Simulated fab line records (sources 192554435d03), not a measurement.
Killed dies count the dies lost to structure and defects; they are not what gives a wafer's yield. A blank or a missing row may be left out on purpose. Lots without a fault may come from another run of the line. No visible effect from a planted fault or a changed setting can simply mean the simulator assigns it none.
Split-lot experiment + flow n5 finfet + 7 lots, 39 wafers read, on a route of 1938 steps

== ABOUT THE SPLIT ==
At N5_BEOL_M8_ILD_DEP_00 (deposits SiCOH lowk from DEMS/porogen, target thk 179.75 nm, time 33.4 s), the setting target thk a was moved away from the recipe's 1797.5 angstrom on 15 of the 39 wafers read, by -34.8% to +58.3%. This setting was run at the recipe's value on the other wafers.

== SPLIT TO READING: what lies between them in the file, 1 step ==
- N5_BEOL_M8_CURE_74: cures SiCOH lowk, time 240 s

== THE READING ==
M8_ILD_THK, in nm, at N5_BEOL_M8_THK_MEAS_01. On this fab line, fault-free wafers typically give 154.8 nm with a standard deviation of 1.8 nm.

| wafer  | tool, chamber at the split | target thk a as run, angstrom | against the recipe | M8_ILD_THK, nm | against lot-mates on the recipe |
|--------|----------------------------|-------------------------------|--------------------|----------------|---------------------------------|
| L074.1 | pecvd-03, 2                | 1797.5                        | recipe             | 154.9          | -                               |
| L074.2 | pecvd-03, 1                | 1797.5                        | recipe             | 152.1          | -                               |
| L074.3 | pecvd-03, 0                | 1172                          | -34.8%             | 99.7           | -54.1                           |
| L074.4 | pecvd-03, 2                | 1172                          | -34.8%             | 100.8          | -53.0                           |
| L074.5 | pecvd-03, 1                | 1797.5                        | recipe             | 154.5          | -                               |
| L074.6 | pecvd-03, 0                | 1172                          | -34.8%             | 101.3          | -52.5                           |
| L076.1 | pecvd-01, 1                | 2580                          | +43.5%             | 220.9          | +65.2                           |
| L076.2 | pecvd-01, 0                | 1797.5                        | recipe             | 153.1          | -                               |
| L076.3 | pecvd-01, 1                | 1797.5                        | recipe             | 156.2          | -                               |
| L076.4 | pecvd-01, 0                | 1797.5                        | recipe             | 157.9          | -                               |
| L076.5 | pecvd-01, 0                | 2580                          | +43.5%             | 226.5          | +70.8                           |
| L076.6 | pecvd-01, 1                | 2580                          | +43.5%             | 225.7          | +70.0                           |
| L075.1 | pecvd-02, 0                | 1797.5                        | recipe             | 152.4          | -                               |
| L075.2 | pecvd-02, 2                | 1172                          | -34.8%             | 97.6           | -56.9                           |
| L075.3 | pecvd-02, 1                | 1172                          | -34.8%             | 102.2          | -52.3                           |
| L075.4 | pecvd-02, 2                | 1172                          | -34.8%             | 100.8          | -53.7                           |
| L075.5 | pecvd-02, 0                | 1797.5                        | recipe             | 155.4          | -                               |
| L075.6 | pecvd-02, 1                | 1797.5                        | recipe             | 155.8          | -                               |
| L078.1 | pecvd-02, 2,1              | 2845                          | +58.3%             | 246.1          | +91.0                           |
| L078.2 | pecvd-02, 2,1              | 2845                          | +58.3%             | 246.1          | +91.0                           |
| L078.3 | pecvd-02, 0,2              | 1797.5                        | recipe             | 154.6          | -                               |
| L078.4 | pecvd-02, 0,2              | 1797.5                        | recipe             | 154.5          | -                               |
| L078.5 | pecvd-02, 1                | 2845                          | +58.3%             | 249.4          | +94.3                           |
| L078.6 | pecvd-02, 0                | 1797.5                        | recipe             | 156.1          | -                               |
| L086.3 | pecvd-02, 2                | 1797.5                        | recipe             | 155.3          | -                               |
| L086.5 | pecvd-02, 0                | 1797.5                        | recipe             | 154.7          | -                               |
| L086.6 | pecvd-02, 2                | 1797.5                        | recipe             | 155.6          | -                               |
| L092.1 | pecvd-03, 1                | 1375                          | -23.5%             | 116.2          | -39.1                           |
| L092.2 | pecvd-03, 2                | 1375                          | -23.5%             | 118.6          | -36.7                           |
| L092.3 | pecvd-03, 0                | 1797.5                        | recipe             | 151.9          | -                               |
| L092.4 | pecvd-03, 1                | 1375                          | -23.5%             | 117.4          | -37.9                           |
| L092.5 | pecvd-03, 2                | 1797.5                        | recipe             | 157.0          | -                               |
| L092.6 | pecvd-03, 0                | 1797.5                        | recipe             | 157.0          | -                               |
| L097.1 | pecvd-03, 2                | 1797.5                        | recipe             | 156.4          | -                               |
| L097.2 | pecvd-03, 1                | 1797.5                        | recipe             | 153.1          | -                               |
| L097.3 | pecvd-03, 0                | 1797.5                        | recipe             | 151.6          | -                               |
| L097.4 | pecvd-03, 1                | 1797.5                        | recipe             | 153.0          | -                               |
| L097.5 | pecvd-03, 2                | 1797.5                        | recipe             | 155.3          | -                               |
| L097.6 | pecvd-03, 0                | 1797.5                        | recipe             | 155.5          | -                               |
Rows listing several chambers each stand for several wafers; the file does not say which wafer went through which chamber.

THE FIT
A straight line over all 39 wafers: M8_ILD_THK changes by +1.58 nm for each +1% of target thk a; r = +1.00; the points scatter about the line by 1.8 nm.
The same after taking each lot's own level away (the mean of its wafers on the recipe; 39 wafers): +1.57 nm for each +1%; r = +1.00; scatter 1.7 nm.
According to that fit, moving target thk a by its largest amount changes the reading by 92 nm.
Across the lots, their own levels run from 153.83 to 155.73 nm, a range of 1.1 times the standard deviation given above.
So the lot-to-lot level changes the slope little: the two slopes agree.
Check: +91.8 nm against its lot-mates is what the line predicts for one of the wafers moved furthest among these (+58.3%) when that wafer is left out of the fit. It came out at +91 nm against them.

== OTHER SPLITS ON THESE WAFERS ==
Other splits were also applied to these wafers ahead of the reading. Each is held against what the fit with the lots' levels taken away leaves over:
| other split on the same wafers                    | wafers away from the commonest value | r with M8_ILD_THK (lot level and that fit taken away) |
|---------------------------------------------------|--------------------------------------|-------------------------------------------------------|
| N5_PMOS_HMC_CHANNEL_EPI_DEVELOP_08 develop time s | 18                                   | +0.17                                                 |
| N5_MOL_CONTACT_COAG_ALD_20 ald cycles             | 15                                   | -0.33                                                 |
| N5_BEOL_M0_SAQP_ETCH_106 target depth a           | 9                                    | +0.10                                                 |
| N5_BEOL_M1_TRENCH_ETCH_37 target depth a          | 12                                   | -0.41                                                 |
| N5_BEOL_M6_DESCUM_33 time s                       | 15                                   | -0.02                                                 |

== THE WHOLE CHAIN: every reading that the file lists as answering this split, in the file's order ==
| step                   | what it does                                                             | reading                                                                                  | change (the file's fit)              | r (the file's) |
|------------------------|--------------------------------------------------------------------------|------------------------------------------------------------------------------------------|--------------------------------------|----------------|
| N5_BEOL_M8_ILD_DEP_00  | deposits SiCOH lowk from DEMS/porogen, target thk 179.75 nm, time 33.4 s | SiCOH_lowk_of_BEOL_M8_ILD_DEP_00.thk nm (the simulator's own value, which no gauge read) | +1.8 nm for each +1% of the setting  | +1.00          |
| N5_BEOL_M8_CURE_74     | cures SiCOH lowk, time 240 s                                             | SiCOH_lowk_of_BEOL_M8_ILD_DEP_00.thk nm (the simulator's own value, which no gauge read) | +1.57 nm for each +1% of the setting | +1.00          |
| N5_BEOL_M8_THK_MEAS_01 |                                                                          | M8_ILD_THK                                                                               | +1.57 for each +1% of the setting    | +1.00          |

== FILE'S OWN FIT ==
M8_ILD_THK changes by +1.57 nm for each +1% of target thk a, r = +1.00.
